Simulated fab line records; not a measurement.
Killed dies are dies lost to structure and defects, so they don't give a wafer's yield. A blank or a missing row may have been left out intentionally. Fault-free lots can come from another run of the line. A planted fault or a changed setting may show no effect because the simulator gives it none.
A struck lot beside a sound one | flow n5 finfet | 39 steps out of a route of 1938
Sound: the wafers L249.4, L249.5, L249.6. Struck: wafer L252.1 (left out: L252.4, L252.6 of the same lot, which were not struck); the cause appears at the end.
Each step with rows lists, per side, the tool, then ch with its chambers, then its first start. Under that, the readings that differ: sound wafers | struck wafers | difference of the means | sigmas: that difference in standard deviations of wafers without a fault.
alike: readings with means less than 2 such deviations apart, plus words and numbers identical on both sides. not compared: withheld readings, readings lacking a value on some wafer, bounds such as >300 that could conceal the same value, and numbers that have no deviation in the record and whose values overlap.
Wherever a step has rows on one side only, a row that says differs or no value, or a row with sigmas, the two part there. Non-overlapping numbers with no deviation appear without sigmas and do not part them. A reading missing from all wafers of one side parts the sides only when that side holds two or more wafers.

first, 9 steps without rows for these wafers: N5_BEOL_M1_COAT_22 (resist thk 30 nm); N5_BEOL_M1_EBR_24; N5_BEOL_M1_SOFTBAKE_23 (time 60 s); N5_BEOL_M1_EXPOSE_25 (exposes mask V0, defocus 5 nm, target cd 24 nm); N5_BEOL_M1_PEB_26 (peb time 60 s); N5_BEOL_M1_DEVELOP_27 (develop time 30 s); N5_BEOL_M1_DESCUM_33 (chemistry O2, time 7 s); N5_BEOL_M1_ETCH_77 (etches underlayer in N2/H2, target depth 6.5 nm, time 5.2 s); N5_BEOL_M1_ETCH_69 (etches SiARC in CF4, target depth 15.6 nm, time 26 s).
N5_BEOL_M1_ALD_98: deposits SiO2, target thk 2.5 nm, pulse time 1 s, co reactant pulse time 1 s.
  sound on ald sin-02 ch 0,2,3, day 7 14:51; struck on ald sin-02 ch 1, day 7 22:31
  reading                                  | sound       | struck | difference | sigmas
  ald cycles                               | 17 17 17    | 28     | +11        |
  model.SiO2_of_BEOL_M1_ALD_98.thk nm (nm) | 2.4 2.4 2.4 | 4.2    | +1.8       |
  alike: heater power w, precursor pulse height rel
then, 4 steps without rows for these wafers: N5_BEOL_M1_ETCHBACK_99 (etches SiO2 in CHF3, target depth 5 nm, time 10.4 s); N5_BEOL_M1_ETCH_70 (etches SOC in N2/H2, target depth 80 nm, overetch 16 nm, time 120 s); N5_BEOL_M1_STRIP_71 (strips in N2/H2); N5_BEOL_M1_STRIP_78 (strips in N2/H2).
N5_BEOL_M1_VIA_ETCH_34: etches the open film in C4F6/O2, target depth 67.8 nm, time 64.4 s.
  sound on rie diel-02 ch 0,1,2, day 7 16:44; struck on rie diel-02 ch 2, day 8 07:52
  reading                  | sound        | struck | difference | sigmas
  model.BEOL_M1.cd nm (nm) | 18.2 18 17.8 | 14.8   | -3.2       |
  alike: bias w, drypump motor current A, oes product au, rf vpp V, showerhead plenum p Torr, throttle valve pct
  not compared: rf hours counter h
then, 22 steps without rows for these wafers: N5_BEOL_M1_STRIP_83 (strips in C4F6/O2); N5_BEOL_M1_STRIP_36 (strips in N2/H2); N5_BEOL_M1_TRENCH_ETCH_37 (etches SiOC in C4F6/O2, target depth 55.207 nm, time 29 s); N5_BEOL_M1_ETCH_41 (etches SiCN in CH3F/O2, target depth 31.9 nm, time 57.8 s); N5_BEOL_M1_STRIP_97 (strips in N2/H2, time 10 s); N5_BEOL_M1_HM_STRIP_39 (strips TiN in peroxide tin strip, target depth 25 nm, time 158 s); N5_BEOL_M1_SRD_40 (time 30 s); N5_BEOL_M1_PRECLEAN_42 (cleans in residue remover, time 60 s); N5_BEOL_M1_SRD_43 (time 30 s); N5_BEOL_M1_DEGAS_44 (time 60 s); N5_BEOL_M1_PRE_CLEAN_45 (time 30 s); N5_BEOL_M1_ALD_84 (deposits TaN, pulse time 2 s, purge time 3 s, co reactant purge time 2 s); N5_BEOL_M1_SURFACE_TREAT_85; N5_BEOL_M1_CVD_47 (deposits Co from CCTBA/H2, target thk 3 nm, time 223.8 s); N5_BEOL_M1_SPUTTER_48 (material Cu, target thk 4.5 nm, time 8.29 s); N5_BEOL_M1_ANNEAL_49 (time 240 s); N5_BEOL_M1_SPUTTER_79 (material Cu, target thk 4.5 nm, time 8.29 s); N5_BEOL_M1_ANNEAL_80 (time 240 s); N5_BEOL_M1_SPUTTER_81 (material Cu, target thk 4.5 nm, time 8.29 s); N5_BEOL_M1_ANNEAL_82 (time 240 s); N5_BEOL_M1_SPUTTER_86 (material Cu, target thk 4.5 nm, time 8.29 s); N5_BEOL_M1_ANNEAL_87 (time 240 s).
-- the record jumps here: 3 days lie between the struck wafers' starts before and after (it left off in module BEOL_M1 and takes up again in module BEOL_M4, whose first step shown is number 1111 of the route) --
N5_BEOL_M4_RC_MEAS_101:
  sound on prober-01 ch 0, day 9 07:01; struck on prober-01 ch 0, day 10 20:59
  alike: DIBL_N, DIBL_P, IOFF_N, IOFF_P, ION_N, ION_P, SS_N, SS_P, VT_N, VT_P
-- the record jumps here: 5 days lie between the struck wafers' starts before and after (it left off in module BEOL_M4 and takes up again in module PASSIVATION, whose first step shown is number 1936 of the route) --
N5_PASSIVATION_PROBE_49:
  sound: prober-01 at day 14 19:53; struck: prober-02 at day 15 13:10
  reading                  | sound          | struck | difference | sigmas
  defect limited yield (%) | 92.0 89.9 92.9 | 45.7   | -45.9      | -33
  killed_at_M0_to_M3       | 40 36 25       | 579    | +545       | +50
  killed dies              | 94 119 84      | 641    | +542       | +34
  killed on rim            | 9 19 14        | 136    | +122       | +28
  sort_bin_5_function (%)  | 4.2 5.8 3.8    | 50.5   | +45.9      | +52
  sort_bin_8_speed (%)     | 1.02 0.08 0    | 0      | +0         | -4
  sort n pass              | 1074 1060 1096 | 539    | -538       | -34
  sort yield pct (%)       | 91.0 89.8 92.9 | 45.7   | -45.5      | -33
  alike: killed_at_M4_up, killed at contacts, killed at front end, killed at other, killed open, killed short, sort_bin_6_memory

WHERE THEY PART
Within this record, at N5_PASSIVATION_PROBE_49 only.

WHY: whatever the simulator had introduced
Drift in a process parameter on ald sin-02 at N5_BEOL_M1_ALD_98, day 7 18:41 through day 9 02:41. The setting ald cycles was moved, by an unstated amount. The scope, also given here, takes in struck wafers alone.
